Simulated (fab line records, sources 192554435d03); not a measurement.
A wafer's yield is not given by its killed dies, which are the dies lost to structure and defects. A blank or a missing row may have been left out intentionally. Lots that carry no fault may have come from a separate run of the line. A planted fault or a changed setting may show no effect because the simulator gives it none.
Matching of chambers	flow n5Finfet	4 sister chambers for N5_BEOL_M9_STRIP_19 on rieDiel-06
The step strips in O2. 16 wafers are shown with their chamber, then 8 later ones without.

== WAFERS, EACH WITH ITS CHAMBER ==
wafer	chamber	drypumpMotorCurrentA (A)	throttleValvePct (%)	showerheadPlenumPTorr (Torr)
L076.3	2	5.8	17.18	1.97
L076.4	1	6.2	17.02	2.19
L076.6	1	6.2	17.06	2.19
L079.4	1	6.2	17.08	2.19
L079.5	3	5.9	16.61	2.05
L079.6	0	5.5	16.53	2.23
L082.1	0	5.4	16.55	2.23
L082.2	3	5.9	16.64	2.05
L082.3	1	6.2	17.07	2.18
L084.2	1	6.1	17.10	2.18
L084.4	3	5.9	16.64	2.05
L084.5	3	5.9	16.65	2.05
L092.1	3	5.9	16.67	2.04
L092.4	1	6.2	17.13	2.18
L092.5	3	5.9	16.68	2.04
L094.3	2	5.8	16.79	2.22

SIGNATURES, as means of the wafers listed above
reading	chamber 0	chamber 1	chamber 2	chamber 3	scatter within a chamber
drypumpMotorCurrentA	5.450	6.183	5.800	5.900	0.0333
throttleValvePct	16.5400	17.0767	16.9850	16.6483	0.0848
showerheadPlenumPTorr	2.2300	2.1850	2.0950	2.0467	0.0513
Rule: for a wafer and a chamber, the distance is found by dividing, reading by reading, the gap between the wafer's reading and the chamber's mean by the reading's scatter, squaring, summing and taking the root. The wafer belongs to the nearest chamber; if the next one is less than 2 further off, it can't be placed. How the scatter is found: for the shown wafers, subtract from each reading the mean of its chamber, square and add these, divide the total by (wafers less chambers), then take the root.

== WAFERS WHOSE CHAMBER IS MISSING ==
wafer	drypumpMotorCurrentA (A)	throttleValvePct (%)	showerheadPlenumPTorr (Torr)
L094.5	6.2	17.12	2.17
L094.6	5.4	16.59	2.22
L095.1	5.9	16.67	2.04
L095.2	5.4	16.59	2.22
L095.3	5.8	16.80	2.22
L097.2	5.7	16.81	2.22
L097.4	5.9	16.69	2.04
L097.6	5.8	16.79	2.22

== CHAMBER TAKEN BY EACH ==
wafer	from the rows above	in truth
L094.5	1	1
L094.6	0	0
L095.1	3	3
L095.2	0	0
L095.3	can't be placed: 2 or 3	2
L097.2	2	2
L097.4	3	3
L097.6	can't be placed: 2 or 3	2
Placed correctly: 6 of 8. Cannot be placed on the basis of these rows: 2; the candidates contain the true chamber in 2. Placed wrongly: 0.
